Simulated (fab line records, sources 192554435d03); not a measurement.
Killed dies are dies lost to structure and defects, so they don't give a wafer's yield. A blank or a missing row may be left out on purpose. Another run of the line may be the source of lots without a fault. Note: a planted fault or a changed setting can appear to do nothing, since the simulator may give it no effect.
fab line records	flow n5_finfet
record: lots: 6	wafers: 18	last_day: 17
route steps=1938 shown BEOL_M4@1069 PASSIVATION@1936
lots with no fault: from the same line, run without faults
start_h: hours from the record's opening day to when the first of the lot's shown wafers began	wait_h: time in hours since the lot's previous step	" the same as in the row above	L1.1+2: one row covering several wafers at once	- no value present, or no start provided	* or withheld: withheld	< > ~ a bound
route shown NAME@n: a module of which the file shows steps, and the number in the route of the first	usual: average and standard deviation across the fault-free wafers	same: alike in all rows	chamber/n: place in a boat	sites: each site's reading	_std_site: the standard deviation of these	_edge_site: inner sites' mean taken away from outer sites' mean	radius_mm: how far each site lies from the wafer's centre	mask NAME#n: copy n	behind: the last tool/chamber to shape the wafer	hold: cause of the lot's hold/its duration in hours/its outcome	device: whichever transistor did not switch (one of n, p or np)	end of line: the route-end tests of the same wafers	for a step that has no rows: nothing shown but its recipe	killed: the dies lost at the first sort to structure and to defects; this is not the yield of the wafer	map: a wafer's dies, marking killed ones x, the rest . and places with no die _
set.NAME: the setting the step ran with; set.NAME@STEP: the setting that earlier step ran with	model.NAME: the simulator's own value behind a step, which no gauge read
lots seen at some steps along the route; tables by step, rows by wafer
services: the hour from which a tool's chamber was out of use, counted from the record's first day as start_h (under 0 if before that day), plus the number of hours and why
== steps ==
step: N5_BEOL_M4_STRIP_36
recipe: chemistry: N2/H2	power_w: 450	temp_c: 40	pressure_mtorr: 20	rf_frequency_hz: 6e+07	overash_fraction: 0.3	bias_power_w: 7	h2_frac: 0.5	n2_flow_sccm: 200	h2_flow_sccm: 200
usual: drypump_motor_current_A: 5.6/0.44	oes_product_au: 0.82/0.075	rf_vpp_V: 59.3/1.5	showerhead_plenum_p_Torr: 2.56/0.069	throttle_valve_pct: 23.64/0.18
lot.wafer	tool	chamber	start_h	wait_h	drypump_motor_current_A	oes_product_au	rf_hours_counter_h	rf_vpp_V	showerhead_plenum_p_Torr	throttle_valve_pct
L486.3	rie_diel-01	2	189.82	0.0	4.9	0.90	31	58.0	2.59	23.50
L486.5	"	1	"	"	6.1	0.83	-	59.2	2.54	23.57
L486.6	"	2	"	"	4.9	0.91	-	58.5	2.59	23.50
L492.2	rie_diel-01	2	205.68	0.0	4.9	0.92	36	60.7	2.59	23.56
L492.4	"	3	"	"	5.6	0.68	232	58.9	2.61	23.75
L492.5	"	2	"	"	4.9	0.90	-	61.1	2.59	23.55
L491.1	rie_diel-05	3	209.46	0.0	6.3	0.97	0	60.6	2.62	23.62
L491.3	"	1	"	"	5.9	0.88	47	57.7	2.46	23.81
L491.4	"	2	"	"	5.8	0.85	59	61.5	2.47	23.62
L493.1	rie_diel-01	3	225.54	0.0	5.6	0.67	239	60.2	2.60	23.79
L493.2	"	0	"	"	5.4	0.84	80	59.7	2.55	23.43
L493.3	"	2	"	"	4.9	0.89	43	60.0	2.59	23.52
L496.2	rie_diel-06	2	247.23	0.0	5.3	0.82	78	57.1	2.68	23.56
L496.3	"	1	"	"	6.1	0.68	237	59.0	2.39	23.92
L496.5	"	2	"	"	5.2	0.82	-	57.8	2.67	23.56
L507.1	rie_diel-06	1	311.48	0.0	6.1	0.99	1	60.3	2.70	23.67
L507.4	"	3	"	"	5.1	0.87	38	57.8	2.58	23.56
L507.6	"	0	"	"	5.3	0.71	-	59.1	2.53	24.17
step: N5_BEOL_M4_TRENCH_ETCH_37
recipe: chemistry: C4F6/O2	target_depth_a: 555.55	target: SiOC	time_s: 29.2	ion_energy_ev: 250	pressure_mtorr: 30	source_w: 355	bias_w: 185	Ar_flow_sccm: 300	C4F6_flow_sccm: 10	O2_flow_sccm: 10
usual: drypump_motor_current_A: 5.6/0.44	oes_product_au: 0.83/0.078	rf_vpp_V: 668/14	showerhead_plenum_p_Torr: 2.87/0.071	throttle_valve_pct: 20.80/0.18
lot.wafer	tool	chamber	start_h	wait_h	drypump_motor_current_A	oes_product_au	rf_hours_counter_h	rf_vpp_V	showerhead_plenum_p_Torr	throttle_valve_pct
L486.3	rie_diel-01	2	-	-	4.9	0.93	32	686	2.90	20.61
L486.5	"	1	"	"	6.1	0.84	-	660	2.88	20.93
L486.6	"	2	"	"	4.9	0.92	-	686	2.90	20.61
L492.2	rie_diel-01	2	-	-	4.9	0.91	36	685	2.90	20.62
L492.4	"	3	"	"	5.6	0.68	232	674	2.92	21.10
L492.5	"	2	"	"	4.9	0.91	-	687	2.90	20.60
L491.1	rie_diel-05	3	-	-	6.3	0.97	0	656	2.91	20.73
L491.3	"	1	"	"	5.9	0.88	48	683	2.75	20.81
L491.4	"	2	"	"	5.8	0.86	59	674	2.76	20.90
L493.1	rie_diel-01	3	-	-	5.6	0.67	239	674	2.92	21.10
L493.2	"	0	"	"	5.4	0.84	80	647	2.86	20.62
L493.3	"	2	"	"	4.9	0.89	43	686	2.89	20.61
L496.2	rie_diel-06	2	-	-	5.3	0.82	78	677	2.97	20.58
L496.3	"	1	"	"	6.1	0.69	237	652	2.70	21.00
L496.5	"	2	"	"	5.2	0.83	-	678	2.97	20.58
L507.1	rie_diel-06	1	-	-	6.2	1.00	1	663	3.04	20.66
L507.4	"	3	"	"	5.1	0.88	38	682	2.91	20.89
L507.6	"	0	"	"	5.4	0.71	-	660	2.81	21.07
step: N5_BEOL_M4_ETCH_41
recipe: chemistry: CH3F/O2	target: SiCN	target_depth_a: 299	taper_deg: 2	time_s: 52.5	ion_energy_ev: 120	mask_material: TiN	pressure_mtorr: 30	source_w: 395	bias_w: 75	Ar_flow_sccm: 150	CH3F_flow_sccm: 30	O2_flow_sccm: 20
step: N5_BEOL_M4_STRIP_97
recipe: chemistry: N2/H2	time_s: 10	power_w: 450	temp_c: 40	pressure_mtorr: 20	rf_frequency_hz: 6e+07	bias_power_w: 7	n2_flow_sccm: 200	h2_flow_sccm: 200
step: N5_BEOL_M4_OCD_MEAS_38
usual: trench_depth_nm: 56.0/0.8
lot.wafer	tool	chamber	start_h	wait_h	trench_depth_nm
L486.3	ocd-02	-	190.01	-	57.0
L486.5	"	-	"	"	56.3
L486.6	"	-	"	"	56.9
L492.2	ocd-02	-	205.88	-	56.6
L492.4	"	-	"	"	54.4
L492.5	"	-	"	"	57.0
L491.1	ocd-02	-	209.66	-	55.1
L491.3	"	-	"	"	56.1
L491.4	"	-	"	"	56.3
L493.1	ocd-01	-	225.73	-	54.3
L493.2	"	-	"	"	54.9
L493.3	"	-	"	"	56.1
L496.2	ocd-02	-	247.44	-	56.0
L496.3	"	-	"	"	54.3
L496.5	"	-	"	"	55.9
L507.1	ocd-01	-	311.67	-	56.3
L507.4	"	-	"	"	55.9
L507.6	"	-	"	"	55.7
step: N5_BEOL_M4_HM_STRIP_39
recipe: chemistry: peroxide_tin_strip	material: TiN	target_depth_a: 250	temp_c: 50	time_s: 158
step: N5_BEOL_M4_SRD_40
recipe: time_s: 30	temp_c: 23	rinse_liquid: diw	dry: ipa_marangoni
step: N5_BEOL_M4_PRECLEAN_42
recipe: chemistry: residue_remover	time_s: 60	temp_c: 40
step: N5_BEOL_M4_SRD_43
recipe: time_s: 30	temp_c: 23	rinse_liquid: diw	dry: ipa_marangoni
step: N5_BEOL_M4_CD_MEAS_35
recipe: target_cd_nm: 18	target_cd_y_nm: 22.4	polarity: opening
usual: cd_nm: 18.1/0.34
lot.wafer	tool	chamber	start_h	wait_h	cd_nm
L486.3	cd_sem-01	-	190.26	0.0	17.3
L486.5	"	-	"	"	18.0
L486.6	"	-	"	"	17.7
L492.2	cd_sem-02	-	206.03	0.0	17.8
L492.4	"	-	"	"	18.1
L492.5	"	-	"	"	18.4
L491.1	cd_sem-02	-	209.81	0.0	18.2
L491.3	"	-	"	"	18.3
L491.4	"	-	"	"	17.9
L493.1	cd_sem-03	-	225.89	0.0	18.1
L493.2	"	-	"	"	18.5
L493.3	"	-	"	"	17.9
L496.2	cd_sem-03	-	247.59	0.0	18.4
L496.3	"	-	"	"	18.4
L496.5	"	-	"	"	18.2
L507.1	cd_sem-03	-	311.82	0.0	17.7
L507.4	"	-	"	"	18.0
L507.6	"	-	"	"	18.0
step: N5_BEOL_M4_DEGAS_44
recipe: ambient: vacuum	temp_c: 250	time_s: 60
usual: heater_power_w: 316/22
lot.wafer	tool	chamber	start_h	wait_h	heater_power_w
L486.3	pvd_sputter-02	-	190.54	0.3	299
L486.5	"	-	"	"	286
L486.6	"	-	"	"	310
L492.2	pvd_sputter-01	-	206.39	0.4	305
L492.4	"	-	"	"	337
L492.5	"	-	"	"	340
L491.1	pvd_sputter-02	-	210.03	0.2	359
L491.3	"	-	"	"	300
L491.4	"	-	"	"	282
L493.1	pvd_sputter-02	-	226.38	0.5	292
L493.2	"	-	"	"	352
L493.3	"	-	"	"	307
L496.2	pvd_sputter-01	-	247.63	0.0	349
L496.3	"	-	"	"	306
L496.5	"	-	"	"	302
L507.1	pvd_sputter-01	-	312.54	0.7	344
L507.4	"	-	"	"	309
L507.6	"	-	"	"	301
step: N5_BEOL_M4_PRE_CLEAN_45
recipe: gas: H2/He	time_s: 30	temp_c: 250
usual: heater_power_w: 316/22
lot.wafer	tool	chamber	start_h	wait_h	heater_power_w
L486.3	pvd_sputter-02	-	190.58	0.0	289
L486.5	"	-	"	"	284
L486.6	"	-	"	"	305
L492.2	pvd_sputter-01	-	206.43	0.0	300
L492.4	"	-	"	"	336
L492.5	"	-	"	"	339
L491.1	pvd_sputter-02	-	210.07	0.0	361
L491.3	"	-	"	"	300
L491.4	"	-	"	"	283
L493.1	pvd_sputter-02	-	226.42	0.0	302
L493.2	"	-	"	"	352
L493.3	"	-	"	"	307
L496.2	pvd_sputter-01	-	247.67	0.0	340
L496.3	"	-	"	"	299
L496.5	"	-	"	"	309
L507.1	pvd_sputter-01	-	312.58	0.0	336
L507.4	"	-	"	"	299
L507.6	"	-	"	"	304
step: N5_BEOL_M4_ALD_84
recipe: material: TaN	target_thk_a: *	temp_c: 275	ald_precursor_family: PDMAT	ald_co_reactant: NH3	pressure_torr: 3	carrier_flow_sccm: 1500	pulse_time_s: 2	purge_time_s: 3	co_reactant_purge_time_s: 2	co_reactant_pulse_time_s: 3	ald_cycles: 30	precursor_vessel_temp_c: 75	precursor_vessel_pressure_torr: 26.25	precursor_vessel_carrier_sccm: 1000
usual: co_reactant_pulse_time_s: 3/0	heater_power_w: 410/42
same: pulse_time_s: 2
lot.wafer	tool	chamber	start_h	wait_h	co_reactant_pulse_time_s	heater_power_w	since_wet_clean_h
L486.3	ald_metal-03	3	190.64	0.0	3	501	1392
L486.5	"	3	"	"	3	495	-
L486.6	"	0	"	"	3	387	-
L492.2	ald_metal-02	1	206.51	0.1	3	439	2946
L492.4	"	2	"	"	3	436	-
L492.5	"	1	"	"	3	445	-
L491.1	ald_metal-02	2	210.23	0.1	3	450	2950
L491.3	"	0	"	"	3	341	2950
L491.4	"	2	"	"	2.4067	447	-
L493.1	ald_metal-02	2	226.50	0.1	3	433	2966
L493.2	"	0	"	"	2.4067	348	2966
L493.3	"	1	"	"	3	438	2966
L496.2	ald_metal-03	1	247.73	0.0	3	443	1449
L496.3	"	2	"	"	3	396	1449
L496.5	"	2	"	"	3	390	-
L507.1	ald_metal-03	3	312.73	0.1	3	506	1514
L507.4	"	0	"	"	3	389	1514
L507.6	"	3	"	"	3	492	-
step: N5_BEOL_M4_SURFACE_TREAT_85
recipe: gas: Ar	time_s: *	ion_energy_ev: *	ion_current_ma_cm2: 0.5	pressure_mtorr: *	ar_flow_sccm: 30
usual: throttle_valve_pct: *
lot.wafer	tool	chamber	start_h	wait_h	throttle_valve_pct
L486.3	pvd_sputter-01	-	190.90	0.2	*
L486.5	"	-	"	"	*
L486.6	"	-	"	"	*
L492.2	pvd_sputter-01	-	206.93	0.3	*
L492.4	"	-	"	"	*
L492.5	"	-	"	"	*
L491.1	pvd_sputter-01	-	210.51	0.2	*
L491.3	"	-	"	"	*
L491.4	"	-	"	"	*
L493.1	pvd_sputter-02	-	226.98	0.4	*
L493.2	"	-	"	"	*
L493.3	"	-	"	"	*
L496.2	pvd_sputter-02	-	248.01	0.2	*
L496.3	"	-	"	"	*
L496.5	"	-	"	"	*
L507.1	pvd_sputter-01	-	313.04	0.2	*
L507.4	"	-	"	"	*
L507.6	"	-	"	"	*
step: N5_BEOL_M4_RC_MEAS_101
usual: DIBL_N: 36.0/1.7	DIBL_P: 36.2/2.3	IOFF_N: 0.16/0.03	IOFF_P: 0.21/0.036	ION_N: 679/11	ION_P: 465/7.1	SS_N: 71.4/0.58	SS_P: 73.3/0.75	VT_N: 249/3.1	VT_P: -251/3.5
lot.wafer	tool	chamber	start_h	wait_h	DIBL_N[mV/V]	DIBL_P[mV/V]	IOFF_N[nA/um]	IOFF_P[nA/um]	ION_N[uA/um]	ION_P[uA/um]	SS_N[mV/dec]	SS_P[mV/dec]	VT_N[mV]	VT_P[mV]
L486.3	prober-01	0	195.94	0.3	33.1	30.3	0.10	0.15	656	463	70.5	71.9	254	-254
L486.5	"	0	"	"	38.0	36.2	0.16	0.23	684	469	71.3	73.3	249	-249
L486.6	"	0	"	"	34.3	31.9	0.12	0.17	664	458	70.4	72.6	250	-251
L492.2	prober-01	0	210.18	0.2	37.9	39.9	0.19	0.19	690	459	71.8	73.8	249	-257
L492.4	"	0	"	"	35.8	37.4	0.14	0.16	681	459	71.4	74.0	253	-260
L492.5	"	0	"	"	35.2	36.3	0.13	0.14	671	443	72.1	73.5	254	-262
L491.1	prober-01	0	213.86	0.0	34.8	34.9	0.14	0.20	669	459	71.5	72.7	249	-251
L491.3	"	0	"	"	35.4	35.2	0.14	0.19	661	452	71.6	74.3	251	-252
L491.4	"	0	"	"	35.2	35.1	0.15	0.20	678	460	71.5	72.7	248	-251
L493.1	prober-01	0	230.08	0.0	33.1	33.0	0.10	0.15	653	456	70.4	72.3	257	-254
L493.2	"	0	"	"	36.4	37.6	0.16	0.21	667	462	71.3	74.3	252	-252
L493.3	"	0	"	"	37.3	38.6	0.17	0.24	679	468	71.8	74.1	250	-249
L496.2	prober-01	0	251.80	0.4	36.0	36.0	0.14	0.23	669	470	71.0	73.3	253	-246
L496.3	"	0	"	"	37.7	37.5	0.17	0.26	682	476	71.8	73.5	247	-248
L496.5	"	0	"	"	35.0	34.6	0.12	0.20	667	465	71.1	72.8	254	-250
L507.1	prober-01	0	316.23	0.0	35.8	36.5	0.16	0.20	687	467	71.9	73.4	248	-253
L507.4	"	0	"	"	39.2	39.4	0.20	0.24	691	462	72.5	74.7	247	-251
L507.6	"	0	"	"	34.0	33.5	0.12	0.16	667	455	71.1	72.7	251	-255
step: N5_PASSIVATION_PROBE_49
usual: defect_limited_yield: 91.3/1.5	killed_at_M0_to_M3: 31/11	killed_at_M4_up: 14/5.1	killed_at_contacts: 12/5.6	killed_at_front_end: 42/12	killed_at_other: 3.8/2.9	killed_dies: 103/18	killed_open: 67/14	killed_short: 33/8	sort_bin_5_function: 5.1/1	sort_bin_6_memory: 3.2/0.75	sort_n_pass: 1077/18	sort_yield_pct: 91.3/1.5
same: gross_dies: 1180	killed_at_back_side: 0	sort_bin_4_leakage[%]: 0	sort_bin_8_speed[%]: 0
lot.wafer	tool	chamber	start_h	wait_h	defect_limited_yield[%]	killed_at_M0_to_M3	killed_at_M4_up	killed_at_contacts	killed_at_front_end	killed_at_other	killed_dies	killed_open	killed_short	sort_bin_5_function[%]	sort_bin_6_memory[%]	sort_n_pass	sort_yield_pct[%]
L496.2	prober-01	-	364.30	0.1	92.7	15	17	14	39	1	86	49	33	4.4	2.3	1094	92.7
L496.3	prober-01	-	364.35	0.1	90.6	21	14	18	58	0	111	81	26	6.1	2.9	1069	90.6
L496.5	prober-01	-	364.45	0.2	89.2	32	21	15	58	2	128	82	44	6.7	3.9	1052	89.2
killed by level:class
L496.2 MOL_CONTACT_COAG:geometric_particle:open=11 FIN_SAQP:geometric_particle:short=7 FIN_SAQP:geometric_particle:open=6 GATE_CUT:geometric_particle:open=5 GATE_CUT:geometric_particle:short=5 BEOL_M4:geometric_particle:short=5 STI_FIN_REVEAL:geometric_particle:open=4 BEOL_M1:geometric_particle:open=4
L496.3 MOL_CONTACT_COAG:geometric_particle:open=17 STI_FIN_REVEAL:geometric_particle:open=16 FIN_SAQP:geometric_particle:open=11 FIN_SAQP:geometric_particle:short=6 BEOL_M0_SAQP:geometric_particle:open=6 GATE_CUT:geometric_particle:short=5 STARTING-WAFER:geometric_particle:open=5 BEOL_M1:geometric_particle:open=4
L496.5 STI_FIN_REVEAL:geometric_particle:open=27 MOL_CONTACT_COAG:geometric_particle:open=12 BEOL_M4:geometric_particle:open=9 BEOL_M0_SAQP:geometric_particle:short=8 FIN_SAQP:geometric_particle:short=7 STI_FIN_REVEAL:geometric_particle:short=6 BEOL_M1:geometric_particle:open=6 BEOL_M0_SAQP:geometric_particle:open=5
== services ==
tool	chamber	start_h	hours	kind
rie_diel-06	3	166.60	-	clean
rie_diel-06	3	166.60	-	consumable_replace:focus_ring
rie_diel-05	3	194.37	-	clean
rie_diel-05	3	194.37	-	consumable_replace:focus_ring
rie_diel-05	3	194.37	13.7	scheduled_down
rie_diel-05	3	194.37	13.7	vent_cycle
rie_diel-06	3	225.92	16.6	repair
ald_metal-02	1	233.87	13.2	repair
rie_diel-01	3	263.49	2.6	repair
rie_diel-01	3	266.36	-	clean
rie_diel-01	3	266.36	-	consumable_replace:focus_ring
rie_diel-01	3	266.36	24.7	scheduled_down
rie_diel-01	3	266.36	24.7	vent_cycle
rie_diel-06	1	287.58	-	clean
rie_diel-06	1	287.58	-	consumable_replace:focus_ring
rie_diel-06	1	287.58	-	consumable_replace:showerhead
rie_diel-06	1	287.58	19.8	scheduled_down
rie_diel-06	1	287.58	19.8	vent_cycle
rie_diel-05	-	290.15	2.6	repair
rie_diel-06	0	300.58	5.8	repair
== key ==
first_sign: step: N5_BEOL_M4_ALD_84	reading: co_reactant_pulse_time_s	direction: down	sigmas: 99+	usual: *	struck: *
effect none on later readings
met_at N5_BEOL_M4_ALD_84
struck_wafers L491.4,L493.2
onset_between 206.51 210.23
fault: kind: process_parameter_drift	tool: ald_metal-02	chamber: -	onset_h: 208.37	steps: N5_BEOL_M4_ALD_84	channel: co_reactant_pulse_time_s	offset: *	shape: step	end_h: 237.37	scope: struck_wafers_only	acts_in: *	stated: *
